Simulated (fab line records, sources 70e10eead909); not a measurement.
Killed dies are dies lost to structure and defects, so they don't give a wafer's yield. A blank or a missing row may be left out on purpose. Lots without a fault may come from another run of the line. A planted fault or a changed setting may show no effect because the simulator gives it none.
fab line records | flow nand_harc
record lots=6 wafers=18 last_day=32
route steps=1302 shown A_STAIRCASE@807 END@1302
lots that met no fault: from a run of the same line without faults
start_h: hours from the record's first day to the start of the lot's first wafer shown | wait_h: hours since the lot's step before | " the same as in the row above | L1.1+2: a row that stands for several wafers | - no value, or no start given | * or withheld: withheld | < > ~ a bound
route shown NAME@n: a module of which the file shows steps, and the number in the route of the first | usual: mean/standard deviation of fault-free wafers | same: alike in all rows | chamber/n: place in a boat | sites: the reading at each site | _std_site: their standard deviation | _edge_site: outer sites' mean less inner sites' | radius_mm: how far each site lies from the wafer's centre | mask NAME#n: copy n | behind: the tool/chamber that last shaped the wafer | hold: why the lot was held/for how many hours/how that ended | device: the transistor (n, p or np) that didn't switch | end of line: the same wafers' tests at the end of the route | a step without rows: its recipe alone | killed: dies lost to structure and defects at the first sort, not the wafer's yield | map: a wafer's dies, x killed, . not, _ none there
set.NAME: the setting as run; set.NAME@STEP: as run at that earlier step | model.NAME: the simulator's own value behind a step, which no gauge read
lots at some steps of the route; a table a step, a row a wafer
services: from which hour (start_h, from the record's first day; less than 0 if before it) a tool's chamber was out of use, for how many hours, and why
## steps
# step NHARC_A_STAIRCASE_DESCUM_291
# recipe time_s=3 o2_flow_sccm=200 ar_flow_sccm=0 bias_power_w=0 chemistry=O2
# step NHARC_A_STAIRCASE_ETCH_292
# recipe cf4_flow_sccm=100 chf3_flow_sccm=30 ar_flow_sccm=0 rf_w=500 bias_w=200 chemistry=CF4/CHF3
# usual drypump_motor_current_A=6.0/0.39 oes_product_au=0.937/0.022 rf_vpp_V=370.5/2.5 showerhead_plenum_p_Torr=1.57/0.074 throttle_valve_pct=16.803/0.0099
# columns lot.wafer tool chamber start_h wait_h drypump_motor_current_A oes_product_au rf_hours_counter_h rf_vpp_V showerhead_plenum_p_Torr throttle_valve_pct
L448.1 rie_diel-03 1 434.58 0.1 6.1 0.961 52 367.3 1.49 16.812
L448.5 " 1 " " 6.0 0.970 - 367.1 1.49 16.817
L448.6 " 2 " " 6.7 0.962 - 374.9 1.69 16.809
L451.3 rie_diel-11 3 470.61 0.1 6.5 0.915 12 373.9 1.68 16.801
L451.4 " 1 " " 5.5 0.924 13 370.4 1.55 16.818
L451.6 " 3 " " 6.5 0.928 - 373.6 1.68 16.798
L457.2 rie_diel-02 0 520.72 0.1 5.6 0.954 48 368.8 1.56 16.806
L457.3 " 2 " " 5.5 0.963 44 368.7 1.52 16.794
L457.5 " 0 " " 5.6 0.954 - 370.2 1.56 16.802
L456.1 rie_diel-03 0 522.44 0.1 6.4 0.924 20 369.3 1.50 16.802
L456.3 " 3 " " 6.3 0.924 17 368.2 1.53 16.813
L456.6 " 2 " " 6.7 0.911 - 372.4 1.68 16.804
L460.1 rie_diel-03 3 558.35 0.1 6.2 0.905 30 368.8 1.53 16.794
L460.2 " 1 " " 6.0 0.937 31 367.1 1.48 16.796
L460.5 " 1 " " 6.1 0.927 - 368.2 1.48 16.811
L463.3 rie_diel-03 2 590.25 0.1 6.7 0.936 40 373.2 1.67 16.798
L463.6 " 0 " " 6.3 0.953 - 368.6 1.49 16.811
L463.5 " 1 " " 6.0 0.957 - 368.3 1.48 16.802
# step NHARC_A_STAIRCASE_HM_OPEN_460
# recipe o2_flow_sccm=400 cos_flow_sccm=20 ar_flow_sccm=0 rf_w=500 bias_w=300 chemistry=O2/COS
# usual drypump_motor_current_A=6.0/0.39 oes_product_au=0.997/0.0088 rf_vpp_V=467/3.3 showerhead_plenum_p_Torr=3.12/0.15 throttle_valve_pct=28.330/0.0085
# columns lot.wafer tool chamber start_h wait_h drypump_motor_current_A oes_product_au rf_hours_counter_h rf_vpp_V showerhead_plenum_p_Torr throttle_valve_pct
L448.1 rie_diel-03 0 - - 6.3 0.997 50 463 2.98 28.345
L448.5 " 3 " " 6.3 1.004 - 466 3.06 28.312
L448.6 " 0 " " 6.4 0.998 - 464 2.99 28.330
L451.4 rie_diel-11 2 - - 5.7 0.999 13 461 2.91 28.329
L451.3 " 3 " " 6.5 0.986 12 471 3.34 28.334
L451.6 " 2 " " 5.7 1.001 - 462 2.91 28.330
L457.2 rie_diel-02 2 - - 5.6 0.999 44 465 3.01 28.337
L457.3 " 1 " " 5.8 1.003 44 470 3.24 28.322
L457.5 " 2 " " 5.6 1.000 - 466 3.01 28.333
L456.1 rie_diel-03 0 - - 6.4 0.989 20 463 2.97 28.341
L456.3 " 3 " " 6.3 1.000 17 467 3.04 28.306
L456.6 " 0 " " 6.4 0.991 - 464 2.97 28.326
L460.2 rie_diel-03 2 - - 6.7 0.992 30 471 3.33 28.320
L460.1 " 1 " " 6.1 1.001 31 463 2.94 28.343
L460.5 " 1 " " 6.1 1.002 - 463 2.94 28.316
L463.3 rie_diel-03 2 - - 6.7 0.994 40 471 3.32 28.330
L463.5 " 1 " " 6.0 0.994 - 463 2.94 28.334
L463.6 " 2 " " 6.7 0.993 - 471 3.32 28.327
# step NHARC_A_STAIRCASE_STRIP_461
# recipe o2_flow_sccm=400 cos_flow_sccm=20 ar_flow_sccm=0 bias_w=0 chemistry=O2/COS
# step NHARC_A_STAIRCASE_ETCH_452
# recipe target_depth_a=300 overetch_a=30 time_s=16.5 ion_energy_ev=100 cf4_flow_sccm=80 o2_flow_sccm=20 ar_flow_sccm=0 rf_w=300 bias_w=100 chemistry=CF4/O2
# step NHARC_A_STAIRCASE_ETCH_294
# recipe target_depth_a=49890 time_s=1211.6 ion_energy_ev=800 c4f8_flow_sccm=80 o2_flow_sccm=60 ar_flow_sccm=withheld rf_w=600 bias_w=3000 chemistry=C4F8/O2/Ar
# usual oes_product_au=0.929/0.01 rf_vpp_V=1826/12
# columns lot.wafer tool chamber start_h wait_h oes_product_au rf_hours_counter_h rf_vpp_V
L448.1 rie_diel-03 3 - - 0.949 36 1821
L448.5 " 1 " " 0.945 - 1812
L448.6 " 2 " " 0.943 - 1846
L451.3 rie_diel-11 3 - - 0.929 12 1842
L451.4 " 0 " " 0.927 13 1828
L451.6 " 0 " " 0.917 - 1827
L457.3 rie_diel-02 0 - - 0.949 48 1825
L457.2 " 1 " " 0.935 44 1837
L457.5 " 3 " " 0.936 - 1843
L456.3 rie_diel-03 2 - - 0.917 16 1844
L456.1 " 1 " " 0.934 19 1813
L456.6 " 2 " " 0.929 - 1844
L460.2 rie_diel-03 3 - - 0.923 30 1820
L460.1 " 2 " " 0.918 30 1841
L460.5 " 1 " " 0.930 - 1812
L463.3 rie_diel-03 2 - - 0.932 41 1842
L463.6 " 3 " " 0.920 - 1820
L463.5 " 0 " " 0.933 - 1812
# step NHARC_A_STAIRCASE_STRIP_295
# recipe o2_flow_sccm=500 ar_flow_sccm=0 bias_w=0 chemistry=O2
# usual drypump_motor_current_A=6.0/0.4 oes_product_au=0.995/0.0094 rf_vpp_V=57.7/0.94 showerhead_plenum_p_Torr=3.53/0.17 throttle_valve_pct=17.037/0.0091
# columns lot.wafer tool chamber start_h wait_h drypump_motor_current_A oes_product_au rf_hours_counter_h rf_vpp_V showerhead_plenum_p_Torr throttle_valve_pct
L448.1 rie_diel-03 1 - - 6.0 1.013 53 56.8 3.34 17.047
L448.5 " 0 " " 6.3 0.993 - 55.6 3.38 17.032
L448.6 " 1 " " 6.0 1.003 - 56.3 3.34 17.052
L451.3 rie_diel-11 1 - - 5.5 0.993 14 58.3 3.48 17.030
L451.4 " 2 " " 5.7 0.996 14 56.3 3.29 17.038
L451.6 " 2 " " 5.7 1.006 - 56.0 3.29 17.050
L457.2 rie_diel-02 3 - - 5.8 0.993 47 58.3 3.75 17.037
L457.3 " 0 " " 5.6 0.996 48 58.1 3.51 17.024
L457.5 " 1 " " 5.8 0.995 - 57.6 3.66 17.031
L456.3 rie_diel-03 2 - - 6.7 0.999 16 58.7 3.76 17.050
L456.1 " 3 " " 6.3 0.986 18 58.5 3.44 17.041
L456.6 " 2 " " 6.7 0.985 - 58.4 3.76 17.037
L460.1 rie_diel-03 1 - - 6.0 1.001 31 56.3 3.33 17.049
L460.2 " 2 " " 6.7 0.975 31 57.4 3.75 17.051
L460.5 " 1 " " 6.1 1.000 - 57.4 3.33 17.048
L463.3 rie_diel-03 1 - - 6.1 0.998 43 57.1 3.32 17.043
L463.5 " 1 " " 6.1 0.994 - 58.3 3.32 17.030
L463.6 " 2 " " 6.7 0.982 - 58.6 3.75 17.037
# step NHARC_A_STAIRCASE_STRIP_296
# recipe time_s=900 temp_c=130 chemistry=SPM
# step NHARC_A_STAIRCASE_PRECLEAN_297
# recipe time_s=* temp_c=50 bath_age_min=0 chemistry=SC1
# step NHARC_A_STAIRCASE_SRD_298
# step NHARC_A_STAIRCASE_HM_DEP_462
# recipe target_thk_a=8000 temp_c=400 material=aC
# usual throttle_valve_pct=35.000/0.01
# columns lot.wafer tool chamber start_h wait_h throttle_valve_pct
L448.1 acl_dep-03 0 436.77 0.1 34.988
L448.5 " 0 438.01 1.3 35.003
L448.6 " 0 " " 35.015
L451.3 acl_dep-02 0 473.54 0.7 35.001
L451.4 " 0 " " 34.974
L451.6 " 0 " " 35.007
L457.2 acl_dep-02 0 523.20 0.4 34.994
L457.3 " 0 " " 35.008
L457.5 " 0 " " 35.004
L456.1 acl_dep-01 0 527.70 3.1 35.013
L456.3 " 0 " " 35.013
L456.6 " 0 " " 35.006
L460.1 acl_dep-03 0 564.73 4.0 34.995
L460.2 " 0 " " 34.993
L460.5 " 0 " " 35.004
L463.3 acl_dep-01 0 593.37 1.0 34.989
L463.5 " 0 " " 35.006
L463.6 " 0 " " 35.012
# step NHARC_A_STAIRCASE_DEP_301
# recipe target_thk_a=300 target_thk_nm=30 temp_c=400 pressure_torr=3.5 flow_sccm=200 rf_w=350 material=SiON
# usual heater_power_w=726/99 rf_fwd_power_W=348.6/1
# columns lot.wafer tool chamber start_h wait_h heater_power_w rf_fwd_power_W
L448.1 pecvd-01 0 438.72 1.6 773 348.4
L448.6 " 1 " " 642 348.6
L448.5 " 0 " " 785 348.2
L451.3 pecvd-04 2 474.78 0.9 677 348.4
L451.4 " 0 " " 868 349.6
L451.6 " 1 " " 740 348.3
L457.2 pecvd-04 0 524.76 1.3 865 390.3
L457.3 " 2 " " 588 392.2
L457.5 " 2 " " 612 390.9
L456.1 pecvd-04 0 529.59 1.6 795 391.3
L456.3 " 1 " " 654 389.7
L456.6 " 1 " " 666 390.1
L460.2 pecvd-01 2 566.63 1.3 722 351.1
L460.1 " 0 " " 762 348.6
L460.5 " 0 " " 746 349.4
L463.3 pecvd-01 1 594.65 1.0 749 348.1
L463.6 " 0 " " 725 347.5
L463.5 " 1 " " 745 348.3
# step NHARC_A_STAIRCASE_DEHYDRATE_302
# recipe temp_c=150 time_s=120
# step NHARC_END_SORT_01
# recipe temp_c=25
# usual killed_at_array=50/20 killed_at_other=1.2/1.5 killed_at_periphery=3.6/2.6 killed_dies=55/20 killed_open=3.4/2 killed_short=2.7/1.6
# same gross_dies=677
# columns lot.wafer tool chamber start_h wait_h killed_at_array killed_at_other killed_at_periphery killed_dies killed_open killed_short
L448.1 prober-02 0 619.77 2.5 68 1 7 76 7 2
L448.5 prober-02 0 622.91 3.6 68 0 4 72 5 1
L448.6 prober-02 0 623.69 3.9 60 0 3 63 5 4
L451.3 prober-01 0 654.57 3.1 35 1 5 41 4 2
L451.4 prober-01 0 655.37 3.4 28 1 4 33 3 1
L451.6 prober-01 0 656.97 4.0 32 1 6 39 2 3
L457.2 prober-01 0 698.28 2.8 38 1 4 43 1 4
L457.3 prober-01 0 699.09 3.1 53 3 7 63 3 1
L457.5 prober-01 0 700.70 3.7 62 1 3 66 3 1
L456.1 prober-02 0 711.83 2.5 44 0 14 58 3 5
L456.3 prober-02 0 713.42 3.1 43 3 9 55 2 3
L456.6 prober-02 0 715.81 4.0 46 0 10 56 5 1
L463.3 prober-01 0 763.33 3.1 27 1 1 29 4 2
L463.5 prober-01 0 764.94 3.7 22 2 2 26 2 4
L463.6 prober-01 0 765.74 4.0 27 2 0 29 6 2
# killed by level:class
L448.1 A_CHANNEL_HOLE_D1:chamber_film_flake=32 A_CHANNEL_HOLE_D2:chamber_film_flake=8 A_STAIRCASE:chamber_film_flake=5 A_BLC:chamber_film_flake=5 A_SGD_CUT:chamber_film_flake=4 P_BONDPAD:chamber_film_flake=3 A_CONTACT:chamber_film_flake=3 A_ONON_D2:geometric_particle:open=2
L448.5 A_CHANNEL_HOLE_D1:chamber_film_flake=33 A_CHANNEL_HOLE_D2:chamber_film_flake=11 A_SGD_CUT:chamber_film_flake=4 A_CONTACT:chamber_film_flake=4 A_BLC:chamber_film_flake=4 A_STAIRCASE:chamber_film_flake=3 A_M0:geometric_particle:open=2 P_BONDPAD:chamber_film_flake=2
L448.6 A_CHANNEL_HOLE_D1:chamber_film_flake=38 A_CHANNEL_HOLE_D2:chamber_film_flake=4 A_WL_FILL:chamber_film_flake=3 A_M0:geometric_particle:open=2 A_STAIRCASE:chamber_film_flake=2 P_M0:geometric_particle:short=1 A_CHANNEL_FILL_D1:geometric_particle:open=1 A_DECK1_JOINT:geometric_particle:short=1
L451.3 A_CHANNEL_HOLE_D2:chamber_film_flake=9 A_STAIRCASE:chamber_film_flake=7 A_CHANNEL_HOLE_D1:chamber_film_flake=5 P_ZERO_WELL:chamber_film_flake=3 A_CONTACT:chamber_film_flake=3 A_CHANNEL_FILL_D1:chamber_film_flake=2 A_SLIT:chamber_film_flake=2 A_ONON_D1:geometric_particle:open=1
L451.4 A_CHANNEL_HOLE_D2:chamber_film_flake=15 P_ZERO_WELL:chamber_film_flake=3 A_STAIRCASE:chamber_film_flake=3 A_CONTACT:chamber_film_flake=3 A_DECK1_JOINT:geometric_particle:short=1 A_WL_FILL:geometric_particle:open=1 A_M0:geometric_particle:open=1 A_M1:geometric_particle:open=1
L451.6 A_CHANNEL_HOLE_D2:chamber_film_flake=15 A_CONTACT:chamber_film_flake=7 A_STAIRCASE:chamber_film_flake=4 P_ZERO_WELL:chamber_film_flake=2 P_M1:chamber_film_flake=2 P_M1:geometric_particle:open=1 A_CHANNEL_HOLE_D2:geometric_particle:short=1 A_CHANNEL_FILL_D2:geometric_particle:short=1
L457.2 A_SLIT:chamber_film_flake=9 A_CHANNEL_HOLE_D1:chamber_film_flake=9 A_CONTACT:chamber_film_flake=6 A_CHANNEL_HOLE_D2:chamber_film_flake=4 P_BONDPAD:chamber_film_flake=3 A_CHANNEL_FILL_D1:geometric_particle:short=2 A_CHANNEL_FILL_D1:chamber_film_flake=2 A_CHANNEL_FILL_D2:chamber_film_flake=2
L457.3 A_CHANNEL_HOLE_D2:chamber_film_flake=20 A_SLIT:chamber_film_flake=10 A_CHANNEL_HOLE_D1:chamber_film_flake=8 A_CONTACT:chamber_film_flake=7 THIN_TSV:chamber_film_flake=3 P_GATE:chamber_film_flake=2 P_M0:chamber_film_flake=2 A_CHANNEL_FILL_D1:chamber_film_flake=2
L457.5 A_SLIT:chamber_film_flake=22 A_CHANNEL_HOLE_D2:chamber_film_flake=16 A_CHANNEL_HOLE_D1:chamber_film_flake=7 A_CONTACT:chamber_film_flake=5 A_CHANNEL_FILL_D1:chamber_film_flake=4 P_BONDPAD:chamber_film_flake=3 A_DECK1_JOINT:chamber_film_flake=2 A_DECK1_JOINT:geometric_particle:open=1
L456.1 A_CHANNEL_HOLE_D1:chamber_film_flake=31 P_BONDPAD:chamber_film_flake=6 A_SLIT:chamber_film_flake=5 P_M0:chamber_film_flake=4 P_M0:geometric_particle:short=2 A_SOURCE_PLATE:geometric_particle:short=2 P_M0:geometric_particle:open=1 A_DECK1_JOINT:geometric_particle:short=1
L456.3 A_CHANNEL_HOLE_D1:chamber_film_flake=35 P_M0:chamber_film_flake=3 P_BONDPAD:chamber_film_flake=3 HYBRID_BOND:chamber_film_flake=3 P_GATE:chamber_film_flake=2 A_SLIT:chamber_film_flake=2 P_STI:geometric_particle:short=1 A_SOURCE_PLATE:geometric_particle:short=1
L456.6 A_CHANNEL_HOLE_D1:chamber_film_flake=36 A_SLIT:chamber_film_flake=5 P_GATE:chamber_film_flake=3 P_CONTACT:geometric_particle:open=2 P_M0:geometric_particle:open=2 A_DECK1_JOINT:chamber_film_flake=2 A_STAIRCASE:area_dep=2 P_STI:geometric_particle:open=1
L463.3 A_STAIRCASE:chamber_film_flake=9 A_SLIT:chamber_film_flake=5 A_M0:geometric_particle:short=2 A_CHANNEL_HOLE_D1:chamber_film_flake=2 A_M1:chamber_film_flake=2 P_CONTACT:geometric_particle:open=1 A_CHANNEL_FILL_D1:geometric_particle:open=1 A_DECK1_JOINT:geometric_particle:open=1
L463.5 A_STAIRCASE:chamber_film_flake=8 A_SLIT:chamber_film_flake=5 A_CHANNEL_FILL_D1:geometric_particle:open=2 P_GATE:chamber_film_flake=2 THIN_TSV:chamber_film_flake=2 A_CHANNEL_FILL_D1:geometric_particle:short=1 A_DECK1_JOINT:geometric_particle:short=1 A_ONON_D2:geometric_particle:short=1
L463.6 A_STAIRCASE:chamber_film_flake=9 A_SLIT:chamber_film_flake=5 A_M1:geometric_particle:open=3 THIN_TSV:chamber_film_flake=2 A_CHANNEL_HOLE_D1:geometric_particle:open=1 A_CHANNEL_HOLE_D1:geometric_particle:short=1 A_CHANNEL_FILL_D1:geometric_particle:short=1 A_ONON_D2:geometric_particle:open=1
## services
# columns tool chamber start_h hours kind
rie_diel-03 0 412.98 - clean
rie_diel-03 1 412.98 - clean
rie_diel-03 2 412.98 - clean
rie_diel-03 3 412.98 - clean
acl_dep-02 - 426.70 13.0 pm
rie_diel-11 0 426.88 5.3 repair
rie_diel-11 - 432.53 9.0 pm
rie_diel-03 1 437.05 22.3 repair
rie_diel-03 0 437.48 - clean
rie_diel-03 2 437.48 - clean
rie_diel-03 3 437.48 - clean
pecvd-04 - 450.00 13.0 pm
rie_diel-03 - 458.43 9.0 pm
rie_diel-03 0 458.43 9.0 vent_cycle
rie_diel-11 2 480.26 1.8 repair
acl_dep-03 - 489.40 13.0 pm
pecvd-01 - 492.27 13.0 pm
rie_diel-02 3 492.94 4.1 repair
pecvd-04 - 517.48 0.6 repair
acl_dep-01 - 550.51 13.0 pm
rie_diel-03 0 558.29 5.3 repair
rie_diel-02 - 570.93 9.0 pm
pecvd-04 - 572.33 1.0 repair
rie_diel-03 3 593.75 15.1 repair
## key
first_sign step=NHARC_A_STAIRCASE_DEP_301 reading=rf_fwd_power_W direction=up sigmas=42 usual=* struck=*
effect none on later readings
met_at NHARC_A_STAIRCASE_DEP_301
struck_wafers L456.1,L456.3,L456.6,L457.2,L457.3,L457.5
tester_left_out L456,L457
onset_between 474.78 524.76
fault kind=process_parameter_drift tool=pecvd-04 chamber=- onset_h=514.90 steps=NHARC_A_STAIRCASE_DEP_301 channel=rf_w offset=* shape=step end_h=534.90 acts_in=* stated=*
# tester_left_out: of these lots the tester's yield and bins aren't shown, on N5 and GAA mostly nor the transistor test; their killed dies are dies lost to structure and defects alone, not to doping, threshold or leakage, so they don't give the yield
